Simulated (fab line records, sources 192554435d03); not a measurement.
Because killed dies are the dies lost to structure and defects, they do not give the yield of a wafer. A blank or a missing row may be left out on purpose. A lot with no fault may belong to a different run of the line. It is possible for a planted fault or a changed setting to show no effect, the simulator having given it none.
fab line records	flow n5_finfet
record lots=7	wafers=21
route steps=1938 shown MOL_CONTACT_COAG@566 BEOL_M0_SAQP@683 BEOL_M1@756 BEOL_M3@980 BEOL_M4@1040
start_h: hours from the record's first day to the start of the lot's first wafer shown	wait_h: how many hours have passed since the lot's step before this one	" repeats the value in the row above	L1.1+2: a row that stands for several wafers	- no value, or no start was given	* or withheld: withheld	< > ~ a bound
route shown NAME@n: NAME is a module with steps in the file, n the number in the route of the first one	usual: mean and standard deviation over wafers with no fault	same: alike in all rows	chamber/n: place in a boat	sites: readings site by site	_std_site: how widely they spread, as a standard deviation	_edge_site: outer sites' mean less inner sites'	radius_mm: how far each site lies from the wafer's centre	mask NAME#n: copy n	behind: the most recent tool/chamber to have shaped the wafer	hold: why the lot was held/for how many hours/how that ended	device: whichever transistor did not switch (one of n, p or np)	end of line: tests of these same wafers at the route's end	for a step that has no rows: nothing shown but its recipe	killed: not the wafer's yield, but the dies lost to structure and defects at the first sort	map: per-die view of a wafer (x killed, . not killed, _ where there is no die)
set.NAME: the setting the step ran with; set.NAME@STEP: the setting that earlier step ran with	model.NAME: the simulator's own value behind a step, which no gauge read
lots run with intentionally changed settings; tables by step, rows by wafer
## steps
# step N5_MOL_CONTACT_COAG_COAT_77
# recipe resist=underlayer	temp_c=205	time_s=60	spin_rpm=1500	resist_thk_nm=10
lot.wafer	tool	chamber	start_h	wait_h	set.spin_rpm	model.underlayer_of_MOL_CONTACT_COAG_COAT_77.thk_nm
L075.2	litho_track-03	0	-	-	1626	9.6
L075.3+4	"	0	"	"	1500	10
L078.1+2+5	litho_track-05	0	-	-	1500	10
L080.2+4+6	litho_track-03	0	-	-	1500	10
L081.3	litho_track-05	0	-	-	1651	9.6
L081.5+6	"	0	"	"	1500	10
L087.3+4+6	litho_track-01	0	-	-	1500	10
L093.4	litho_track-05	0	-	-	1362	10.4
L093.5	"	0	"	"	1362	10.6
L093.6	"	0	"	"	1500	10
L096.2	litho_track-01	0	-	-	1656	9.4
L096.4+5	"	0	"	"	1500	10
# step N5_MOL_CONTACT_COAG_COAT_78
# recipe resist=CAR-EUV	spin_rpm=1500	resist_thk_nm=40
# step N5_MOL_CONTACT_COAG_EBR_80
# recipe solvent=PGMEA	ebr_width_mm=1.5
# step N5_MOL_CONTACT_COAG_DESCUM_88
# recipe chemistry=O2	time_s=7	source_power_w=50	bias_power_w=20	pressure_mtorr=20	rf_frequency_hz=2.712e+07	temp_c=40	resist=CAR-EUV	o2_flow_sccm=225
# step N5_MOL_CONTACT_COAG_ETCH_89
# recipe chemistry=N2/H2	target=underlayer	target_depth_a=130	mask_material=CAR-EUV	time_s=10.4	ion_energy_ev=200	pressure_mtorr=30	source_w=840	bias_w=150	n2_flow_sccm=200	h2_flow_sccm=200	ends=cleared
lot.wafer	tool	chamber	start_h	wait_h	set.spin_rpm@MOL_CONTACT_COAG_COAT_77	model.etch.depth_nm
L075.2	rie_diel-01	2	109.33	0.0	1626	9.627
L075.3	"	1	"	"	1500	10.02
L075.4	"	0	"	"	1500	9.99
L078.1	rie_diel-06	1	122.38	0.0	1500	9.953
L078.2	"	0	"	"	1500	9.974
L078.5	"	1	"	"	1500	9.97
L080.2	rie_diel-01	0	134.52	0.0	1500	10
L080.4+6	"	3,2	"	"	1500	10.02
L081.3	rie_diel-03	1	143.19	0.0	1651	9.531
L081.5+6	"	0,1	"	"	1500	10.01
L087.3	rie_diel-03	1	183.33	0.0	1500	9.954
L087.4	"	0	"	"	1500	10.02
L087.6	"	2	"	"	1500	9.955
L093.4	rie_diel-03	3	218.53	0.0	1362	10.48
L093.5	"	0	"	"	1362	10.51
L093.6	"	3	"	"	1500	9.983
L096.2	rie_diel-06	2	232.55	0.0	1656	9.493
L096.4	"	3	"	"	1500	9.98
L096.5	"	0	"	"	1500	9.946
# step N5_MOL_CONTACT_COAG_ETCH_90
# recipe chemistry=CF4	target=SiARC	target_depth_a=130	mask_material=CAR-EUV	time_s=21.7	ion_energy_ev=80	pressure_mtorr=40	source_w=545	bias_w=36	Ar_flow_sccm=100	cf4_flow_sccm=100	ends=cleared
# step N5_MOL_CONTACT_COAG_ALD_131
# recipe material=SiO2	target_thk_a=50	temp_c=100	ald_precursor_family=BDEAS	ald_co_reactant=O2-plasma	pulse_time_s=1	co_reactant_pulse_time_s=1	purge_time_s=2	co_reactant_purge_time_s=2	ald_cycles=35	pressure_torr=2
# step N5_MOL_CONTACT_COAG_VIA_ETCH_46
# recipe chemistry=C4F6/O2	target_depth_a=460	overetch_a=92	mask_material=SOC	target=SiO2	bias_w=455	pressure_mtorr=10	time_s=40	source_w=325	Ar_flow_sccm=300	C4F6_flow_sccm=10	O2_flow_sccm=10	ion_energy_ev=575.3	ends=end_point
# step N5_MOL_CONTACT_COAG_STRIP_96
# recipe chemistry=N2/H2	power_w=500	temp_c=40	pressure_mtorr=50	rf_frequency_hz=6e+07	overash_fraction=0.3	bias_power_w=28	h2_frac=0.5	n2_flow_sccm=300	h2_flow_sccm=300
# step N5_MOL_CONTACT_COAG_ETCH_47
# recipe chemistry=CH3F/O2	target=SiNx	target_depth_a=270	mask_material=SiO2	stop_on=W	over_etch_frac=0.2	ion_energy_ev=120	endpoint=OES-CN	pressure_mtorr=30	source_w=395	bias_w=73	Ar_flow_sccm=150	CH3F_flow_sccm=30	O2_flow_sccm=20	ends=end_point
lot.wafer	tool	chamber	start_h	wait_h	set.down_force_psi@MOL_CONTACT_COAG_CMP_23	model.MOL_CONTACT_COAG.feature_depth_nm	model.etch.depth_nm
L075.2	rie_diel-03	3	109.93	0.0	2	18.6	18.06
L075.3	"	0	"	"	2.442	18	17.43
L075.4	"	3	"	"	2	18.6	17.99
L078.1	rie_diel-03	3	122.92	0.0	2	18.4	17.86
L078.2	"	0	"	"	2	18.6	18.03
L078.5	"	2	"	"	2	18.6	18.07
L080.2	rie_diel-01	0	135.06	0.0	2	18.4	17.72
L080.4	"	3	"	"	2.247	18.2	17.6
L080.6	"	2	"	"	2	18.6	17.95
L081.3	rie_diel-01	1	144.12	0.0	1.779	18.6	18.08
L081.5	"	0	"	"	2	18.4	17.83
L081.6	"	1	"	"	2	18.4	17.91
L087.3	rie_diel-06	0	184.29	0.0	2.223	18	17.52
L087.4	"	2	"	"	2	18.2	17.68
L087.6	"	2	"	"	2	18.4	17.9
L093.4	rie_diel-01	0	219.12	0.0	2	18.6	18.01
L093.5	"	1	"	"	2.216	18.2	17.73
L093.6	"	0	"	"	2.216	18.2	17.7
L096.2	rie_diel-01	2	233.09	0.0	1.745	18.8	18.21
L096.4	"	1	"	"	1.745	19	18.32
L096.5	"	1	"	"	2	18.6	18.01
# step N5_MOL_CONTACT_COAG_COAT_64
# recipe resist=underlayer	temp_c=205	time_s=60	spin_rpm=1500	resist_thk_nm=10
lot.wafer	tool	chamber	start_h	wait_h	set.spin_rpm	model.underlayer_of_MOL_CONTACT_COAG_COAT_64.thk_nm
L075.2+4	litho_track-01	0	-	-	1551	9.8
L075.3	"	0	"	"	1500	10
L078.1+2+5	litho_track-01	0	-	-	1500	10
L080.2	litho_track-03	0	-	-	1500	10
L080.4+6	"	0	"	"	1635	9.6
L081.3+5+6	litho_track-05	0	-	-	1500	10
L087.3+6	litho_track-01	0	-	-	1347	10.6
L087.4	"	0	"	"	1500	10
L093.4	litho_track-03	0	-	-	1339	10.6
L093.5+6	"	0	"	"	1500	10
L096.2+4+5	litho_track-01	0	-	-	1500	10
# step N5_MOL_CONTACT_COAG_EXPOSE_37
# recipe mask_id=VD	na=0.33	source_shape=annular	sigma_inner=0.3	sigma_outer=0.7	polarization=unpolarized	defocus_nm=0	dose_mj=62
lot.wafer	tool	chamber	start_h	wait_h	mask	set.dose_mj
L075.2+3+4	euv_scanner-02	0	110.46	-	VD#0	65.14
L078.1+2+5	euv_scanner-01	0	123.45	-	VD#0	62
L080.2+4	euv_scanner-02	0	135.60	-	VD#0	58.1
L080.6	"	0	"	"	VD#0	62
L081.3+5+6	euv_scanner-01	0	144.67	-	VD#0	62
L087.3+6	euv_scanner-02	0	185.07	-	VD#0	66.48
L087.4	"	0	"	"	VD#0	62
L093.4+5+6	euv_scanner-02	0	219.68	-	VD#0	62
L096.2	euv_scanner-02	0	233.50	-	VD#0	60.54
L096.4+5	"	0	"	"	VD#0	62
# step N5_MOL_CONTACT_COAG_PEB_38
# recipe peb_temp_c=100	peb_time_s=60	resist=CAR-EUV
# step N5_MOL_CONTACT_COAG_DEVELOP_39
# recipe develop_time_s=30	developer=TMAH	resist=CAR-EUV	rinse_liquid=surfactant_rinse	dry=air_spin	dev_temp_c=23
# step N5_MOL_CONTACT_COAG_CD_MEAS_40
# recipe target_cd_nm=25.1	landing_energy_ev=500	detector=se_inlens	polarity=opening
# usual cd_nm=25.07/0.24
lot.wafer	tool	chamber	start_h	wait_h	set.dose_mj@MOL_CONTACT_COAG_EXPOSE_37	cd_nm
L075.2	cd_sem-01	0	110.60	-	65.14	25.45
L075.3	"	0	"	"	65.14	25.97
L075.4	"	0	"	"	65.14	25.84
L078.1	cd_sem-02	0	123.59	-	62	25.00
L078.2	"	0	"	"	62	25.25
L078.5	"	0	"	"	62	24.80
L080.2	cd_sem-03	0	135.74	-	58.1	23.42
L080.4	"	0	"	"	58.1	23.63
L080.6	"	0	"	"	62	25.22
L081.3	cd_sem-03	0	144.80	-	62	25.03
L081.5	"	0	"	"	62	24.69
L081.6	"	0	"	"	62	24.91
L087.3	cd_sem-03	0	185.20	-	66.48	26.22
L087.4	"	0	"	"	62	24.68
L087.6	"	0	"	"	66.48	26.22
L093.4	cd_sem-01	0	219.80	-	62	25.26
L093.5	"	0	"	"	62	25.57
L093.6	"	0	"	"	62	25.53
L096.2	cd_sem-02	0	233.64	-	60.54	24.96
L096.4	"	0	"	"	62	25.13
L096.5	"	0	"	"	62	25.19
# step N5_MOL_CONTACT_COAG_DESCUM_45
# recipe chemistry=O2	time_s=7	source_power_w=50	bias_power_w=20	pressure_mtorr=20	rf_frequency_hz=2.712e+07	temp_c=40	resist=CAR-EUV	o2_flow_sccm=225
# step N5_MOL_CONTACT_COAG_ETCH_65
# recipe chemistry=N2/H2	target=underlayer	target_depth_a=130	mask_material=CAR-EUV	time_s=10.4	ion_energy_ev=200	pressure_mtorr=30	source_w=840	bias_w=150	n2_flow_sccm=200	h2_flow_sccm=200	ends=cleared
lot.wafer	tool	chamber	start_h	wait_h	set.spin_rpm@MOL_CONTACT_COAG_COAT_64	model.etch.depth_nm
L075.2	rie_diel-06	3	110.75	0.0	1551	9.843
L075.3	"	1	"	"	1500	9.995
L075.4	"	0	"	"	1551	9.821
L078.1	rie_diel-03	3	123.75	0.0	1500	10.03
L078.2	"	0	"	"	1500	10.04
L078.5	"	0	"	"	1500	9.998
L080.2	rie_diel-06	3	136.61	0.0	1500	10.03
L080.4	"	0	"	"	1635	9.594
L080.6	"	0	"	"	1635	9.585
L081.3	rie_diel-03	2	144.95	0.0	1500	10.01
L081.5	"	0	"	"	1500	9.999
L081.6	"	1	"	"	1500	9.987
L087.3	rie_diel-01	1	185.41	0.0	1347	10.52
L087.4	"	0	"	"	1500	9.973
L087.6	"	1	"	"	1347	10.55
L093.4	rie_diel-06	3	219.95	0.0	1339	10.61
L093.5	"	0	"	"	1500	9.991
L093.6	"	1	"	"	1500	10.01
L096.2	rie_diel-06	2	233.79	0.0	1500	10.02
L096.4	"	3	"	"	1500	9.993
L096.5	"	0	"	"	1500	10.01
# step N5_BEOL_M0_SAQP_COAT_34
# recipe resist=CAR-EUV	spin_rpm=1500	resist_thk_nm=30
lot.wafer	tool	chamber	start_h	wait_h	set.spin_rpm	model.CAR-EUV_of_BEOL_M0_SAQP_COAT_34.thk_nm
L075.2	litho_track-04	0	-	-	1500	30
L075.3+4	"	0	"	"	1457	30.4
L078.1+5	litho_track-02	0	-	-	1500	30
L078.2	"	0	"	"	1500	30.2
L080.2+4	litho_track-02	0	-	-	1500	30
L080.6	"	0	"	"	1500	30.2
L081.3	litho_track-02	0	-	-	1500	30
L081.5+6	"	0	"	"	1632	28.8
L087.3	litho_track-04	0	-	-	1425	30.8
L087.4+6	"	0	"	"	1500	30
L093.4+5	litho_track-05	0	-	-	1590	29
L093.6	"	0	"	"	1500	29.8
L096.2	litho_track-05	0	-	-	1563	29.2
L096.4+5	"	0	"	"	1500	29.8
# step N5_BEOL_M0_SAQP_EBR_36
# recipe solvent=PGMEA	ebr_width_mm=1.5
# step N5_BEOL_M0_SAQP_SOFTBAKE_35
# recipe temp_c=110	time_s=60	resist=CAR-EUV
# step N5_BEOL_M0_SAQP_DESCUM_45
# recipe chemistry=O2	time_s=7	source_power_w=50	bias_power_w=20	pressure_mtorr=20	rf_frequency_hz=2.712e+07	temp_c=40	resist=CAR-EUV	o2_flow_sccm=225
lot.wafer	tool	chamber	start_h	wait_h	set.spin_rpm@BEOL_M0_SAQP_COAT_34	model.CAR-EUV_of_BEOL_M0_SAQP_COAT_34.thk_nm
L075.2	rie_diel-02	1	144.23	0.8	1500	26
L075.3	"	3	"	"	1457	26.6
L075.4	"	3	"	"	1457	26.4
L078.1+2+5	rie_diel-05	1,3,1	144.90	0.5	1500	26.2
L080.2+6	rie_diel-02	0,2	149.35	0.0	1500	26.2
L080.4	"	1	"	"	1500	26
L081.3	rie_diel-04	3	156.86	0.0	1500	26
L081.5+6	"	2,1	"	"	1632	24.8
L087.3	rie_diel-04	1	198.44	0.0	1425	26.8
L087.4+6	"	0	"	"	1500	26.2
L093.4+5	rie_diel-05	1,0	230.66	0.0	1590	25
L093.6	"	2	"	"	1500	25.8
L096.2	rie_diel-05	1	243.79	0.0	1563	25.4
L096.4	"	1	"	"	1500	26
L096.5	"	2	"	"	1500	25.8
# step N5_BEOL_M1_COAT_62
# recipe resist=SiARC	temp_c=220	time_s=60	spin_rpm=1500	resist_thk_nm=12
lot.wafer	tool	chamber	start_h	wait_h	set.spin_rpm	model.SiARC_of_BEOL_M1_COAT_62.thk_nm
L075.2+4	litho_track-04	0	-	-	1500	12
L075.3	"	0	"	"	1418	12.4
L078.1+2+5	litho_track-05	0	-	-	1500	12
L080.2+6	litho_track-05	0	-	-	1360	12.6
L080.4	"	0	"	"	1500	12
L081.3+6	litho_track-04	0	-	-	1642	11.4
L081.5	"	0	"	"	1500	12
L087.3	litho_track-01	0	-	-	1570	11.8
L087.4+6	"	0	"	"	1500	12
L093.4+5+6	litho_track-01	0	-	-	1500	12
L096.2	litho_track-01	0	-	-	1429	12.2
L096.4	"	0	"	"	1500	12
L096.5	"	0	"	"	1429	12.4
# step N5_BEOL_M1_COAT_73
# recipe resist=underlayer	temp_c=205	time_s=60	spin_rpm=1500	resist_thk_nm=5
# step N5_BEOL_M1_COAT_05
# recipe resist=CAR-EUV	spin_rpm=1500	resist_thk_nm=30
# step N5_BEOL_M1_DESCUM_16
# recipe chemistry=O2	time_s=7	source_power_w=50	bias_power_w=20	pressure_mtorr=20	rf_frequency_hz=2.712e+07	temp_c=40	resist=CAR-EUV	o2_flow_sccm=225
# step N5_BEOL_M1_ETCH_74
# recipe chemistry=N2/H2	target=underlayer	target_depth_a=65	mask_material=CAR-EUV	time_s=5.2	ion_energy_ev=200	pressure_mtorr=30	source_w=840	bias_w=150	n2_flow_sccm=200	h2_flow_sccm=200	ends=cleared
# step N5_BEOL_M1_ETCH_63
# recipe chemistry=CF4	target=SiARC	target_depth_a=156	mask_material=CAR-EUV	time_s=26	ion_energy_ev=80	pressure_mtorr=40	source_w=545	bias_w=36	Ar_flow_sccm=100	cf4_flow_sccm=100	ends=cleared
lot.wafer	tool	chamber	start_h	wait_h	set.spin_rpm@BEOL_M1_COAT_62	model.etch.depth_nm
L075.2	rie_diel-05	1	151.70	0.0	1500	12.03
L075.3	"	3	"	"	1418	12.35
L075.4	"	0	"	"	1500	12
L078.1	rie_diel-02	0	153.90	0.0	1500	12.01
L078.2	"	2	"	"	1500	12.04
L078.5	"	2	"	"	1500	11.98
L080.2	rie_diel-05	1	159.82	0.0	1360	12.59
L080.4	"	0	"	"	1500	11.97
L080.6	"	2	"	"	1360	12.56
L081.3	rie_diel-04	2	165.59	0.0	1642	11.44
L081.5	"	3	"	"	1500	12.01
L081.6	"	2	"	"	1642	11.48
L087.3	rie_diel-05	2	215.22	0.0	1570	11.71
L087.4	"	3	"	"	1500	11.99
L087.6	"	0	"	"	1500	11.98
L093.4	rie_diel-05	0	241.90	0.0	1500	11.95
L093.5	"	2	"	"	1500	12
L093.6	"	1	"	"	1500	12.03
L096.2	rie_diel-05	1	253.62	0.0	1429	12.28
L096.4	"	2	"	"	1500	12.01
L096.5	"	3	"	"	1429	12.31
# step N5_BEOL_M3_TRENCH_ETCH_37
# recipe chemistry=C4F6/O2	target_depth_a=555.55	target=SiOC	time_s=29.2	ion_energy_ev=250	pressure_mtorr=30	source_w=355	bias_w=185	Ar_flow_sccm=300	C4F6_flow_sccm=10	O2_flow_sccm=10
lot.wafer	tool	chamber	start_h	wait_h	set.time_s	model.etch.depth_nm	model.BEOL_M3.feature_depth_nm
L075.2	rie_diel-02	1	-	-	29.2	53.62	53.6
L075.3	"	2	"	"	23.75	45.21	45.2
L075.4	"	0	"	"	23.75	42.97	43
L078.1	rie_diel-02	0	-	-	29.2	53.06	53
L078.2	"	3	"	"	29.2	56.24	56.2
L078.5	"	0	"	"	29.2	52.95	53
L080.2	rie_diel-04	2	-	-	29.2	55.82	55.8
L080.4	"	0	"	"	29.2	55.25	55.2
L080.6	"	1	"	"	29.2	56.17	56.2
L081.3	rie_diel-04	3	-	-	29.2	55.23	55.2
L081.5	"	3	"	"	29.2	55.35	55.4
L081.6	"	2	"	"	34.6	65.95	66
L087.3	rie_diel-04	3	-	-	32.63	61.68	61.6
L087.4	"	1	"	"	32.63	62.43	62.4
L087.6	"	3	"	"	29.2	55.48	55.4
L093.4	rie_diel-05	0	-	-	23.32	43.18	43.2
L093.5	"	3	"	"	29.2	56.06	56
L093.6	"	0	"	"	23.32	43.72	43.8
L096.2	rie_diel-02	3	-	-	23.32	44.44	44.4
L096.4	"	1	"	"	23.32	42.57	42.6
L096.5	"	1	"	"	23.32	43	43
# step N5_BEOL_M3_ETCH_41
# recipe chemistry=CH3F/O2	target=SiCN	target_depth_a=299	taper_deg=2	time_s=52.5	ion_energy_ev=120	mask_material=TiN	pressure_mtorr=30	source_w=395	bias_w=75	Ar_flow_sccm=150	CH3F_flow_sccm=30	O2_flow_sccm=20
# step N5_BEOL_M3_STRIP_97
# recipe chemistry=N2/H2	time_s=10	power_w=450	temp_c=40	pressure_mtorr=20	rf_frequency_hz=6e+07	bias_power_w=7	n2_flow_sccm=200	h2_flow_sccm=200
# step N5_BEOL_M3_OCD_MEAS_38
# usual trench_depth_nm=54.9/1.3
lot.wafer	tool	chamber	start_h	wait_h	set.time_s@BEOL_M3_TRENCH_ETCH_37	trench_depth_nm
L075.2	ocd-02	-	178.01	-	29.2	53.6
L075.3	"	-	"	"	23.75	45.9
L075.4	"	-	"	"	23.75	43.0
L078.1	ocd-01	-	181.41	-	29.2	52.8
L078.2	"	-	"	"	29.2	56.0
L078.5	"	-	"	"	29.2	53.1
L080.2	ocd-02	-	184.14	-	29.2	55.9
L080.4	"	-	"	"	29.2	55.7
L080.6	"	-	"	"	29.2	56.1
L081.3	ocd-02	-	187.89	-	29.2	55.2
L081.5	"	-	"	"	29.2	55.7
L081.6	"	-	"	"	34.6	65.9
L087.3	ocd-02	-	252.60	-	32.63	62.0
L087.4	"	-	"	"	32.63	62.1
L087.6	"	-	"	"	29.2	55.7
L093.4	ocd-02	-	267.10	-	23.32	43.5
L093.5	"	-	"	"	29.2	55.8
L093.6	"	-	"	"	23.32	43.4
L096.2	ocd-02	-	286.44	-	23.32	44.4
L096.4	"	-	"	"	23.32	42.7
L096.5	"	-	"	"	23.32	43.5
# step N5_BEOL_M4_ETCH_64
# recipe chemistry=N2/H2	target=SOC	target_depth_a=750	overetch_a=225	mask_material=SiARC	temp_c=40	time_s=121.9	ion_energy_ev=200	pressure_mtorr=30	source_w=840	bias_w=150	n2_flow_sccm=200	h2_flow_sccm=200
# usual rf_vpp_V=524.1/2.1
lot.wafer	tool	chamber	start_h	wait_h	set.bias_w	rf_vpp_V	model.SiARC_of_BEOL_M4_COAT_62.thk_nm
L075.2	rie_diel-06	3	185.06	0.0	150	525.5	6.6
L075.3	"	2	"	"	150	523.8	6.8
L075.4	"	0	"	"	150	527.3	6.6
L078.1	rie_diel-06	1	188.38	0.0	150	526.0	6.4
L078.2	"	2	"	"	150	523.9	6.6
L078.5	"	1	"	"	150	525.8	6.4
L080.2	rie_diel-01	1	189.39	0.0	150	519.6	6.4
L080.4	"	2	"	"	150	524.8	6.2
L080.6	"	0	"	"	130	480.1	7.6
L081.3	rie_diel-03	2	194.81	0.0	150	523.6	6.4
L081.5	"	2	"	"	125.1	466.7	7.6
L081.6	"	1	"	"	125.1	468.0	7.6
L087.3	rie_diel-01	2	260.13	0.0	150	523.5	6.2
L087.4	"	0	"	"	139.5	502.3	7.2
L087.6	"	1	"	"	139.5	496.9	7
L093.4	rie_diel-06	3	273.17	0.0	150	524.7	6.6
L093.5	"	2	"	"	150	523.0	6.8
L093.6	"	1	"	"	172.5	575.6	5
L096.2	rie_diel-03	3	292.62	0.0	150	521.0	6.4
L096.4	"	1	"	"	130.4	479.5	7.4
L096.5	"	1	"	"	130.4	479.1	7.4
## key
split step=N5_MOL_CONTACT_COAG_COAT_77	setting=spin_rpm	stated=1500	by=wafer
response step=N5_MOL_CONTACT_COAG_COAT_77	reading=model.underlayer_of_MOL_CONTACT_COAG_COAT_77.thk_nm	change=-0.05	per=1%	r=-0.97
response step=N5_MOL_CONTACT_COAG_ETCH_89	reading=model.etch.depth_nm	change=-0.0482	per=1%	r=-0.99
split step=N5_MOL_CONTACT_COAG_COAT_64	setting=spin_rpm	stated=1500	by=wafer
response step=N5_MOL_CONTACT_COAG_COAT_64	reading=model.underlayer_of_MOL_CONTACT_COAG_COAT_64.thk_nm	change=-0.054	per=1%	r=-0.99
response step=N5_MOL_CONTACT_COAG_ETCH_65	reading=model.etch.depth_nm	change=-0.0537	per=1%	r=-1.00
split step=N5_MOL_CONTACT_COAG_EXPOSE_37	setting=dose_mj	stated=62	by=wafer
response step=N5_MOL_CONTACT_COAG_CD_MEAS_40	reading=cd_nm	change=+0.228	per=1%	r=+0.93
split step=N5_BEOL_M0_SAQP_COAT_34	setting=spin_rpm	stated=1500	by=wafer
response step=N5_BEOL_M0_SAQP_COAT_34	reading=model.CAR-EUV_of_BEOL_M0_SAQP_COAT_34.thk_nm	change=-0.14	per=1%	r=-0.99
response step=N5_BEOL_M0_SAQP_DESCUM_45	reading=model.CAR-EUV_of_BEOL_M0_SAQP_COAT_34.thk_nm	change=-0.133	per=1%	r=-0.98
split step=N5_BEOL_M1_COAT_62	setting=spin_rpm	stated=1500	by=wafer
response step=N5_BEOL_M1_COAT_62	reading=model.SiARC_of_BEOL_M1_COAT_62.thk_nm	change=-0.0631	per=1%	r=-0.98
response step=N5_BEOL_M1_ETCH_63	reading=model.etch.depth_nm	change=-0.0607	per=1%	r=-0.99
split step=N5_BEOL_M3_TRENCH_ETCH_37	setting=time_s	stated=29.2	by=wafer
response step=N5_BEOL_M3_TRENCH_ETCH_37	reading=model.etch.depth_nm	change=+0.572	per=1%	r=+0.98
response step=N5_BEOL_M3_TRENCH_ETCH_37	reading=model.BEOL_M3.feature_depth_nm	change=+0.571	per=1%	r=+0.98
response step=N5_BEOL_M3_OCD_MEAS_38	reading=trench_depth_nm	change=+0.558	per=1%	r=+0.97
split step=N5_BEOL_M4_ETCH_64	setting=bias_w	stated=150	by=wafer
response step=N5_BEOL_M4_ETCH_64	reading=rf_vpp_V	change=+3.32	per=1%	r=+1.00
response step=N5_BEOL_M4_ETCH_64	reading=model.SiARC_of_BEOL_M4_COAT_62.thk_nm	change=-0.0914	per=1%	r=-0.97
split outside_this_file step=N5_MOL_CONTACT_COAG_CMP_23 setting=down_force_psi
# split outside_this_file: this setting was split too, and the file shows its column; the key of that split is in another file
